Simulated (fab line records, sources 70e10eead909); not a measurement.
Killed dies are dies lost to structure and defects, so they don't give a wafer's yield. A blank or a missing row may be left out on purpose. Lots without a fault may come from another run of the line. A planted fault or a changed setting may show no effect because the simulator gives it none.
Chamber matching | flow nand_harc | NHARC_A_CHANNEL_FILL_D1_ALD_16 on ald_hk-02: 4 sister chambers
The step deposits SiO2, target thk 1.5 nm, pulse time 10 s, ald cycles 15. 4 wafers are shown with their chamber, then 10 later ones without.

WAFERS WITH THEIR CHAMBER
wafer  | chamber | heater_power_w (W)
L081.6 | 2       | 511
L083.3 | 3       | 395
L092.1 | 1       | 443
L092.4 | 0       | 533

WAFERS WITHOUT THEIR CHAMBER
wafer  | heater_power_w (W)
L092.5 | 469
L094.1 | 408
L094.2 | 458
L094.5 | 521
L094.3 | 481
L094.4 | 527
L094.6 | 410
L097.1 | 491
L097.4 | 414
L097.5 | 410

WHICH CHAMBER EACH WENT THROUGH
wafer  | from the rows above          | in truth
L092.5 | can't be placed: 1 or 2      | 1
L094.1 | can't be placed: 3 or 1      | 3
L094.2 | 1                            | 1
L094.5 | can't be placed: 2 or 0      | 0
L094.3 | can't be placed: 2 or 1 or 0 | 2
L094.4 | can't be placed: 0 or 2      | 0
L094.6 | can't be placed: 3 or 1      | 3
L097.1 | can't be placed: 2 or 0 or 1 | 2
L097.4 | can't be placed: 3 or 1      | 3
L097.5 | can't be placed: 3 or 1      | 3
Placed correctly: 1 of 10. Can't be placed from these rows: 9 (the true chamber is among the candidates in 9). Placed wrongly: 0.
How it was worked out, from the rows above alone: a wafer's distance from a chamber is the root of the sum, over the readings, of the square of ((its reading less the chamber's mean) divided by the reading's scatter). The wafer belongs to the nearest chamber; if the next one is less than 2 further off, it can't be placed. A chamber's mean is the mean of its shown wafers. The scatter: with one shown wafer a chamber, the root of the mean of the squares of how far each hidden wafer lies from its nearest shown one.
